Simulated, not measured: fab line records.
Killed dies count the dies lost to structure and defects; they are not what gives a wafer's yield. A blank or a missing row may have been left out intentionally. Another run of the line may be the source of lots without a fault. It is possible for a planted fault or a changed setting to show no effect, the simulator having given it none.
Problem report, 8D (eight disciplines) form, completed by code + flow n5 finfet + the parts of the form that need people (team, actions taken, sign-off) are left out

## 1. PROBLEM STATEMENT
killed_at_M4_up at N5_PASSIVATION_PROBE_49 reads a mean of 73 on 3 wafers of 2 lots; wafers without a fault read 14 with a standard deviation of 5. That puts it +12 standard deviations away from the usual mean.
The first sign was on wafer L636.3 at day 18 22:23, on prober-02. At this step, 6 wafers from 2 lots have a number in the record. By rule, "out" or "out of limits" means more than 4 standard deviations away from the usual mean. Any other wafer with a number is counted as sound.

## 2. WHAT IT IS; WHAT IT IS NOT
| question                    | is                             | is not                                                                                                  |
|-----------------------------|--------------------------------|---------------------------------------------------------------------------------------------------------|
| which readings at this step | killed_at_M4_up, killed on rim | killed_at_M0_to_M3, killed at contacts, killed at front end, killed at other, killed open, killed short |
| which lots                  | L634, L636                     | -                                                                                                       |
| which wafers of those lots  | L634.2, L634.6, L636.3         | L634.4, L636.1, L636.4                                                                                  |
| read on which tools         | prober-01, prober-02           | -                                                                                                       |
| when                        | from day 18 22:23              | up to then (1 sound wafer); but 2 sound wafers of L634, L636 came after                                 |

## 3. WHAT RULES OUT EACH SUSPECT
Counting: a tool at a process step up to the reading stays a suspect if it ran every lot that is out. Sound lots after the first of them don't rule it out here, since some wafers of a struck lot are sound.
- rie diel-04 at N5_BEOL_M5_VIA_ETCH_34 (etches SiCOH lowk in C4F6/O2, target depth 88.3 nm, time 39.2 s): kept. It ran every lot that is out, first L634 (day 14 12:56).
- At N5_BEOL_M5_VIA_ETCH_34, inside rie diel-04: chamber 0 took the wafers that are out, while their sound lot-mates went through chambers 1, 2, 3.
After counting, what remains is rie diel-04 at N5_BEOL_M5_VIA_ETCH_34.

## 4. THE CAUSE (what the simulator had put in)
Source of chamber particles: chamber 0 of rie diel-04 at N5_BEOL_M5_VIA_ETCH_34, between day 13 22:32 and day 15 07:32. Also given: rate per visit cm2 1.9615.
This tool alone remained once counting was done.

## 5. THE CHAIN OF EFFECTS, in route order
Each row: a reading where the mean over the struck wafers with a number is more than 3 standard deviations away from the usual. Only readings for which the record gives a usual standard deviation are gone through. hours: the time from each lot's start at the first step in this table that gives one to its start at this step, as a median over the lots. sigmas: the change in usual standard deviations.
| hours | step                    | reading              | usual  | on struck wafers | change | sigmas |
|-------|-------------------------|----------------------|--------|------------------|--------|--------|
| 0     | N5_PASSIVATION_PROBE_49 | defect limited yield | 91.0 % | 86.5             | -4.5   | -3.2   |
| 0     | N5_PASSIVATION_PROBE_49 | killed_at_M4_up      | 14     | 73               | +59    | +12    |
| 0     | N5_PASSIVATION_PROBE_49 | killed dies          | 106    | 159              | +53    | +3.1   |
| 0     | N5_PASSIVATION_PROBE_49 | killed on rim        | 14     | 33               | +19    | +5.0   |
| 0     | N5_PASSIVATION_PROBE_49 | sort n pass          | 1074   | 1021             | -53    | -3.1   |
| 0     | N5_PASSIVATION_PROBE_49 | sort yield pct       | 91.0 % | 86.5             | -4.5   | -3.2   |
It contains these process steps:
- N5_PASSIVATION_PROBE_49

## 6. WHAT WOULD HAVE CAUGHT IT SOONER
In this record no reading fell out of limits until day 18 22:23, 120 hours after the fault had begun at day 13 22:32.
No tool reading at N5_BEOL_M5_VIA_ETCH_34 that has a usual standard deviation in the record was out on any struck wafer, so an alarm limit of 4 standard deviations on those readings would not have fired.
By day 18 22:23, every lot that is out (2) had started N5_BEOL_M5_VIA_ETCH_34 on rie diel-04. A hold on the tool at that time would have spared none of them.
